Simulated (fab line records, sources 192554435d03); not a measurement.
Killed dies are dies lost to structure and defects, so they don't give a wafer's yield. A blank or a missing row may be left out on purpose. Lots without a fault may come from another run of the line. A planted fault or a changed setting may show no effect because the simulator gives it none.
Which tool did it? | flow n5_finfet | 10 lots, 27 wafers sampled, at 6 steps of a route of 1938

WHAT THE GAUGES READ, wafer by wafer
N5_BEOL_M0_SAQP_CD_MEAS_14: target cd 42.5 nm.
lot  | measured     | on        | cd_nm (nm)
L956 | day 6 08:41  | cd_sem-03 | 43.3 42.4
L958 | day 7 03:59  | cd_sem-01 | 42.5 42.3
L959 | day 7 04:22  | cd_sem-02 | 43.4 41.6
L961 | day 7 21:17  | cd_sem-03 | 43.1 42.8 43.1
L964 | day 8 05:59  | cd_sem-02 | 42.6 42.7 43.1
L966 | day 8 16:07  | cd_sem-01 | 42.3 41.9 43.2
L967 | day 9 00:01  | cd_sem-03 | 42.3 42.5 41.8
L971 | day 9 22:49  | cd_sem-03 | 39.3 41.9 42.1
L973 | day 10 21:52 | cd_sem-03 | 39.3 41.9 42.7
L976 | day 11 07:52 | cd_sem-03 | 42.5 42.4 41.6

N5_BEOL_M4_RC_MEAS_101.
lot  | measured     | on        | DIBL_N (mV/V)  | DIBL_P (mV/V)  | IOFF_N (nA/um) | IOFF_P (nA/um) | ION_N (uA/um) | ION_P (uA/um) | SS_N (mV/dec)  | SS_P (mV/dec)  | VT_N (mV)   | VT_P (mV)
L956 | day 9 11:41  | prober-02 | 38.1 42.1      | 38.5 42.8      | 0.20 0.29      | 0.25 0.36      | 699 692       | 474 471       | 71.1 72.5      | 74.4 75.2      | 247 242     | -246 -243
L958 | day 10 06:22 | prober-02 | 37.0 36.4      | 38.0 36.0      | 0.17 0.16      | 0.23 0.21      | 678 685       | 473 469       | 71.7 72.4      | 74.1 74.1      | 247 253     | -248 -250
L959 | day 9 21:59  | prober-02 | 40.7 39.8      | 42.5 41.1      | 0.22 0.23      | 0.39 0.36      | 687 697       | 480 484       | 72.5 72.0      | 75.2 74.4      | 247 241     | -240 -241
L961 | day 11 02:17 | prober-02 | 37.0 31.1 40.8 | 36.7 29.6 40.1 | 0.17 0.08 0.25 | 0.24 0.14 0.32 | 679 657 692   | 472 462 475   | 71.7 69.8 73.0 | 73.2 71.6 74.7 | 246 259 243 | -244 -253 -241
L964 | day 11 11:24 | prober-02 | 39.8 36.6 40.8 | 40.8 36.0 41.0 | 0.22 0.17 0.22 | 0.34 0.24 0.31 | 677 690 681   | 473 480 464   | 71.9 70.8 72.1 | 74.7 73.9 75.0 | 248 248 249 | -245 -247 -243
L966 | day 11 23:12 | prober-02 | 38.2 36.6 34.1 | 39.6 37.8 35.4 | 0.21 0.16 0.14 | 0.23 0.18 0.17 | 692 691 674   | 465 458 464   | 71.5 71.5 70.1 | 74.5 72.9 72.3 | 245 250 248 | -251 -254 -256
L967 | day 11 12:10 | prober-02 | 40.0 32.8 35.8 | 40.0 32.0 36.8 | 0.21 0.09 0.13 | 0.25 0.13 0.19 | 665 659 650   | 456 453 446   | 72.7 70.2 70.3 | 74.7 72.6 74.1 | 254 257 255 | -250 -260 -254
L971 | day 13 04:05 | prober-01 | 36.0 36.9 35.1 | 36.6 37.5 34.9 | 0.15 0.18 0.14 | 0.22 0.25 0.19 | 670 671 660   | 467 460 451   | 71.3 71.8 71.2 | 73.3 74.7 73.2 | 248 247 249 | -248 -247 -253
L973 | day 14 00:41 | prober-02 | 38.8 36.5 39.8 | 37.9 35.2 39.3 | 0.20 0.15 0.24 | 0.24 0.21 0.28 | 690 664 703   | 475 454 470   | 71.3 70.6 71.8 | 74.6 73.6 74.4 | 244 251 244 | -248 -248 -248
L976 | day 13 21:44 | prober-02 | 36.5 39.4 36.1 | 37.1 40.4 36.5 | 0.14 0.18 0.13 | 0.20 0.25 0.18 | 683 673 667   | 469 464 456   | 71.2 71.8 71.5 | 73.3 74.1 72.9 | 255 252 253 | -253 -251 -253

WHICH TOOL RAN EACH LOT (tool, then ch and the chambers of the sampled wafers, then the start)
lot  | N5_MOL_CONTACT_COAG_CMP_52   | N5_BEOL_M0_SAQP_ILD_DEP_01     | N5_BEOL_M0_SAQP_EXPOSE_11          | N5_BEOL_M0_SAQP_MANDREL_ETCH_20
L956 | cmp-02 ch 2,3, day 6 01:28   | pecvd-03 ch 0,2, day 6 05:03   | arfi_scanner-02 ch 0, day 6 08:34  | rie_si-02 ch 2,3, day 6 09:04
L958 | cmp-03 ch 2, day 6 18:35     | pecvd-01 ch 0,1, day 6 22:15   | arfi_scanner-03 ch 0, day 7 03:51  | rie_si-02 ch 2, day 7 04:21
L959 | cmp-03 ch 0,2, day 6 21:58   | pecvd-01 ch 0, day 7 01:35     | arfi_scanner-03 ch 0, day 7 04:14  | rie_si-05 ch 1,2, day 7 04:44
L961 | cmp-01 ch 1,2,3, day 7 13:29 | pecvd-03 ch 0,1, day 7 19:58   | arfi_scanner-03 ch 0, day 7 21:10  | rie_si-02 ch 0,2,3, day 7 21:43
L964 | cmp-01 ch 2,3, day 8 00:50   | pecvd-01 ch 0,1, day 8 04:31   | arfi_scanner-03 ch 0, day 8 05:52  | rie_si-05 ch 2,3, day 8 06:21
L966 | cmp-01 ch 0,1, day 8 10:06   | pecvd-02 ch 0,1,2, day 8 13:49 | arfi_scanner-01 ch 0, day 8 16:00  | rie_si-02 ch 0,1, day 8 16:29
L967 | cmp-03 ch 0,1,3, day 8 19:06 | pecvd-02 ch 0,1,2, day 8 22:46 | arfi_scanner-02 ch 0, day 8 23:53  | rie_si-03 ch 0,1,2, day 9 00:23
L971 | cmp-01 ch 0,1,2, day 9 17:32 | pecvd-01 ch 0,2, day 9 21:14   | arfi_scanner-03 ch 0, day 9 22:41  | rie_si-03 ch 1,2,3, day 9 23:11
L973 | cmp-02 ch 0,1, day 10 16:32  | pecvd-01 ch 1,2, day 10 20:16  | arfi_scanner-03 ch 0, day 10 21:45 | rie_si-03 ch 0,2,3, day 10 22:34
L976 | cmp-02 ch 0,2, day 11 02:05  | pecvd-01 ch 0,2, day 11 05:45  | arfi_scanner-01 ch 0, day 11 07:44 | rie_si-03 ch 0,3, day 11 08:13
- N5_MOL_CONTACT_COAG_CMP_52: polishes, stops on SiO2, t overpolish 1.5 s, target thk 66.5 nm.
- N5_BEOL_M0_SAQP_ILD_DEP_01: deposits SiOC from DEMS/O2, target thk 45.419 nm, time 8.7 s.
- N5_BEOL_M0_SAQP_EXPOSE_11: exposes mask M0 CORE, target cd 42 nm.
- N5_BEOL_M0_SAQP_MANDREL_ETCH_20: etches a-Si in HBr/Cl2, stops on SiNx, target depth 60 nm, bt time 10 s, time 30 s.

WHAT THE TOOLS THEMSELVES READ (means of the sampled wafers that have a number; where no wafer has one, the mark that the record gives instead)
N5_MOL_CONTACT_COAG_CMP_52.
lot  | tool   | motor_current_A (A) | overpolish_run_s (s) | slurry_flow_ml_min | time_to_endpoint_s (s)
L956 | cmp-02 | 10.5                | 1.496                | 149.9              | 13.6
L958 | cmp-03 | 13.1                | 1.505                | 150.2              | 13.1
L959 | cmp-03 | 12.4                | 1.495                | 150.4              | 13.1
L961 | cmp-01 | 12.0                | 1.505                | 150.0              | 14.6
L964 | cmp-01 | 11.9                | 1.508                | 149.4              | 10.1
L966 | cmp-01 | 10.1                | 1.496                | 149.8              | 14.9
L967 | cmp-03 | 11.9                | 1.494                | 149.8              | 15.6
L971 | cmp-01 | 10.9                | 1.509                | 150.5              | 13.1
L973 | cmp-02 | 12.0                | 1.514                | 149.9              | 17.0
L976 | cmp-02 | 11.4                | 1.498                | 150.6              | 13.9

N5_BEOL_M0_SAQP_ILD_DEP_01.
lot  | tool     | chamber_pressure_Torr (Torr) | heater_power_w (W) | showerhead_plenum_p_Torr (Torr) | throttle_valve_pct (%)
L956 | pecvd-03 | 5.004                        | 526                | 5.685                           | 12.1
L958 | pecvd-01 | 5.012                        | 500                | 5.686                           | 13.6
L959 | pecvd-01 | 5.001                        | 554                | 5.666                           | 13.7
L961 | pecvd-03 | 4.994                        | 612                | 5.679                           | 12.7
L964 | pecvd-01 | 4.997                        | 494                | 5.690                           | 13.3
L966 | pecvd-02 | 5.012                        | 444                | 5.693                           | 12.0
L967 | pecvd-02 | 4.993                        | 457                | 5.690                           | 11.8
L971 | pecvd-01 | 5.001                        | 509                | 5.694                           | 12.8
L973 | pecvd-01 | 4.999                        | 466                | 5.687                           | 11.8
L976 | pecvd-01 | 4.993                        | 476                | 5.683                           | 12.1

N5_BEOL_M0_SAQP_MANDREL_ETCH_20.
lot  | tool      | drypump_motor_current_A (A) | oes_product_au (a.u.) | throttle_valve_pct (%)
L956 | rie_si-02 | 6.0                         | 0.773                 | 35.5
L958 | rie_si-02 | 6.0                         | 0.778                 | 35.6
L959 | rie_si-05 | 6.1                         | 0.780                 | 34.9
L961 | rie_si-02 | 5.9                         | 0.770                 | 35.6
L964 | rie_si-05 | 6.1                         | 0.770                 | 35.3
L966 | rie_si-02 | 5.8                         | 0.769                 | 35.3
L967 | rie_si-03 | 5.8                         | 0.782                 | 34.9
L971 | rie_si-03 | 6.1                         | 0.782                 | 35.1
L973 | rie_si-03 | 6.0                         | 0.792                 | 35.0
L976 | rie_si-03 | 5.7                         | 0.794                 | 35.1

THE ANSWER, worked out from the rows above alone
Rule: what is usual is taken from the lots themselves. Put in order of their means at a reading, lots are off if they are a third of the lots or fewer, leave a main group of 4 or more, and stand apart from it by a gap of 3 or more times the standard deviation of the main group's means; of several such gaps the widest counts. A main group whose means are all the same, to the digits that the tables above print for the reading, isn't used. A lot without any number at a reading at which 4 lots or more have one is off too. The other lots that the step has rows for count as sound. The gauges are gone through in route order, then the tools' own readings, and for those a lot's mean is taken as printed above. The first step at which some lot is off is used, and at that step the reading that is off furthest; a lot without a number counts as furthest.
Off: L971, L973, at N5_BEOL_M0_SAQP_CD_MEAS_14 (cd_nm). The main group: mean 42.5 nm, standard deviation 0.29.
A tool fits if, at a process step before that reading, it ran every lot that is off, and no sound lot after the first of them. The gauges at N5_BEOL_M0_SAQP_CD_MEAS_14 are tried like those tools. One fits: arfi_scanner-03 at N5_BEOL_M0_SAQP_EXPOSE_11. Its last sound lot is L964 (day 8 05:52), its first lot that is off L971 (day 9 22:41): a fault that began between those two fits.

WHAT THE SIMULATOR HAD PUT IN
Process parameter drift: arfi_scanner-03, from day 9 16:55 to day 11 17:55, at N5_BEOL_M0_SAQP_EXPOSE_11. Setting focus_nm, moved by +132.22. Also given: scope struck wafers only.
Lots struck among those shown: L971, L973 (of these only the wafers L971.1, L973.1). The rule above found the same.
